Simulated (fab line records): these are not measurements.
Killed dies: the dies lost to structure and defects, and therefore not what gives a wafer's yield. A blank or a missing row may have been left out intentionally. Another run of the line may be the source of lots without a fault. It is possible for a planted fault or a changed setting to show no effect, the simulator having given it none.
Struck lot and sound lot, side by side | flow nand harc | 17 steps out of a route of 1302
Sound: these wafers, L268.1, L268.4, L268.5. The struck wafers were L273.1, L273.2, L273.6. At the end, the cause is stated.
Order at every step that has rows: each side's tool, ch and its chambers, its first start. Under that, the readings that differ: sound wafers | struck wafers | difference of the means | sigmas: that difference in standard deviations of wafers without a fault.
alike: readings whose means differ by less than 2 such deviations, and words and numbers that are the same on both sides. not compared: withheld readings, readings that some wafer has no value for, bounds like >300 that may hide the same value, and numbers for which the record gives no deviation and whose values overlap.
A row with sigmas, a row that says differs or no value, or rows on one side alone: a step with any of these is where the two part. When numbers do not overlap yet have no deviation, they are printed without sigmas and do not part them. A reading that every wafer of one side lacks parts them only if that side has two wafers or more.

first, 4 steps without rows for these wafers: NHARC_A_STAIRCASE_STRIP_446 (strips in O2); NHARC_A_STAIRCASE_STRIP_447 (strips in SPM, time 900 s); NHARC_A_STAIRCASE_PRECLEAN_448 (cleans in SC1); NHARC_A_STAIRCASE_SRD_449.
NHARC_A_STAIRCASE_CMP_450: polishes SiO2, target thk 200 nm.
  sound on cmp-01 ch 0,1,3, day 23 07:07; struck on cmp-04 ch 1,2,3, day 24 21:07
  alike: motor current A
NHARC_A_STAIRCASE_CMP_152: polishes.
  sound on cmp-01 ch 0,1,3, day 23 07:11; struck on cmp-04 ch 1,2,3, day 24 21:11
  alike: motor current A
then, 4 steps without rows for these wafers: NHARC_A_STAIRCASE_SRD_154; NHARC_A_STAIRCASE_ETCH_403 (etches SiO2 in dHF, target depth 108.2 nm); NHARC_A_STAIRCASE_ETCHBACK_422 (etches the open film in CH3F/O2, target depth 40 nm, time 74.286 s); NHARC_A_STAIRCASE_ETCH_423 (etches SiO2 in dHF, target depth 30 nm).
NHARC_A_STAIRCASE_ETCHBACK_157: etches the open film in CH3F/O2, target depth 90 nm, time 167.14 s.
  sound on rie diel-09 ch 0,1,3, day 23 08:05; struck on rie diel-09 ch 0,1, day 24 22:10
  alike: drypump motor current A, mfc ar sccm, o2 flow sccm, oes product au, rf fwd power W, rf vpp V, showerhead plenum p Torr, throttle valve pct
  not compared: rf hours counter h
then, 1 step without rows for these wafers: NHARC_A_STAIRCASE_STRIP_475 (strips in O2, time 20 s).
NHARC_A_STAIRCASE_DEP_471: deposits SiO2, target thk 100 nm.
  sound on pecvd-04 ch 0,1,2, day 23 08:25; struck on pecvd-04 ch 0,2, day 24 22:34
  alike: heater power w, mfc precursor sccm, rf fwd power W, throttle valve pct
NHARC_A_STAIRCASE_CMP_472: polishes SiO2.
  sound on cmp-03 ch 1,2,3, day 23 08:43; struck on cmp-01 ch 1,2, day 24 22:50
  alike: motor current A
then, 1 step without rows for these wafers: NHARC_A_STAIRCASE_SRD_474.
NHARC_A_SGD_CUT_DEP_00: deposits SiNx, target thk 50 nm.
  sound on pecvd-03 ch 0,1,2, day 23 09:08; struck on pecvd-01 ch 1,2, day 25 02:30
  reading | sound | struck                                                                     | difference                   | sigmas
  hold    | - - - | await dispo/3.1h/release await dispo/3.1h/release await dispo/3.1h/release | no value on the sound wafers |
  alike: heater power w, rf fwd power W
-- the record jumps here: 6 days lie between the struck wafers' starts before and after (it left off in module A_SGD_CUT and takes up again in module END, whose first step shown is number 1302 of the route) --
NHARC_END_SORT_01:
  the record has rows for the struck wafers here (prober-01 ch 0, day 30 20:20) and none for the sound ones

## WHERE THEY PART
At NHARC_A_SGD_CUT_DEP_00 first; at NHARC_END_SORT_01 last (within this record only).

WHY: what the simulator had put in
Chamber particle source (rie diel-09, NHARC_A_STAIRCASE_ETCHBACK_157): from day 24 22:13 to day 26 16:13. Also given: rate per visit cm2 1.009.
